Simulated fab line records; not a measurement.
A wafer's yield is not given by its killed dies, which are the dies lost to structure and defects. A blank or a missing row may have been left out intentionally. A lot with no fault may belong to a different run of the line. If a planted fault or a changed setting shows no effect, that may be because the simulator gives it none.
Chamber matching ; flow n5 finfet ; N5_BEOL_M4_ETCH_74 on rie diel-04: 4 sister chambers
The step etches underlayer in N2/H2, target depth 6.5 nm, time 5.2 s. 8 wafers are shown with their chamber, then 8 later ones without.

## WAFERS PAIRED WITH THEIR CHAMBERS
wafer;chamber;drypump motor current A (A);throttle valve pct (%)
L081.6;0;6.0;17.72
L083.1;2;4.8;18.32
L083.2;1;5.1;18.16
L083.5;2;4.8;18.33
L084.1;3;5.4;17.42
L084.3;0;5.9;17.75
L084.4;1;5.1;18.16
L089.1;3;5.4;17.46

## WAFERS WHOSE CHAMBER IS MISSING
wafer;drypump motor current A (A);throttle valve pct (%)
L089.2;5.9;17.77
L089.5;5.4;17.44
L090.2;4.8;17.83
L090.4;4.8;17.84
L090.6;5.9;17.75
L091.1;5.9;17.77
L091.2;4.8;17.89
L091.6;5.4;17.48

## WHICH CHAMBER EACH WENT THROUGH
wafer;from the rows above;in truth
L089.2;0;0
L089.5;3;3
L090.2;1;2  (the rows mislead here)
L090.4;1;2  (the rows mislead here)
L090.6;0;0
L091.1;0;0
L091.2;1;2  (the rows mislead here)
L091.6;3;3
Correctly placed: 5 of 8. Number that these rows cannot place: 0. Number placed wrongly: 3.
How it was worked out, from the rows above alone: a wafer's distance from a chamber is the root of the sum, over the readings, of the square of ((its reading less the chamber's mean) divided by the reading's scatter). If the next closest chamber is less than 2 further off than the closest, the wafer can't be placed; otherwise it belongs to the closest. A chamber's mean is the mean of its shown wafers. The scatter: take each reading less its chamber's mean, square it, sum over the shown wafers, divide by the number of wafers less the number of chambers, and take the root.
